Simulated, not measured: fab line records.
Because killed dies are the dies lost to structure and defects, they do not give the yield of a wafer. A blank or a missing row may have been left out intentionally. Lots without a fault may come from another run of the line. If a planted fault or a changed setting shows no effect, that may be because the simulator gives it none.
Chamber matching | flow nand harc | pecvd-01 running NHARC_A_SLIT_DEP_25: 3 sister chambers
The step deposits SiO2, target thk 200 nm. 3 wafers are shown with their chamber, then 8 later ones without.

== EACH WAFER AND ITS CHAMBER ==
wafer  | chamber | heater power w (W)
L081.5 | 0       | 549
L084.5 | 2       | 461
L085.2 | 1       | 462

== WAFERS WITHOUT THEIR CHAMBER ==
wafer  | heater power w (W)
L085.4 | 482
L085.6 | 475
L092.1 | 422
L092.2 | 450
L092.6 | 465
L094.4 | 493
L094.5 | 450
L094.6 | 389

== WHICH CHAMBER EACH ONE RAN IN ==
wafer  | from the rows above          | in truth
L085.4 | can't be placed: 1 or 2 or 0 | 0
L085.6 | can't be placed: 1 or 2 or 0 | 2
L092.1 | can't be placed: 2 or 1      | 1
L092.2 | can't be placed: 2 or 1      | 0
L092.6 | can't be placed: 1 or 2      | 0
L094.4 | can't be placed: 1 or 2 or 0 | 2
L094.5 | can't be placed: 2 or 1      | 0
L094.6 | can't be placed: 2 or 1      | 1
0 of 8 placed correctly. Cannot be placed on the basis of these rows: 8; the candidates contain the true chamber in 5. Placed wrongly: 0.
How it was worked out, from the rows above alone: a wafer's distance from a chamber is the root of the sum, over the readings, of the square of ((its reading less the chamber's mean) divided by the reading's scatter). The wafer belongs to the nearest chamber; if the next one is less than 2 further off, it can't be placed. For every chamber, the mean is computed from those of its wafers that are shown. The scatter: root of mean squared gap, hidden wafer to nearest shown wafer, with one shown wafer a chamber.
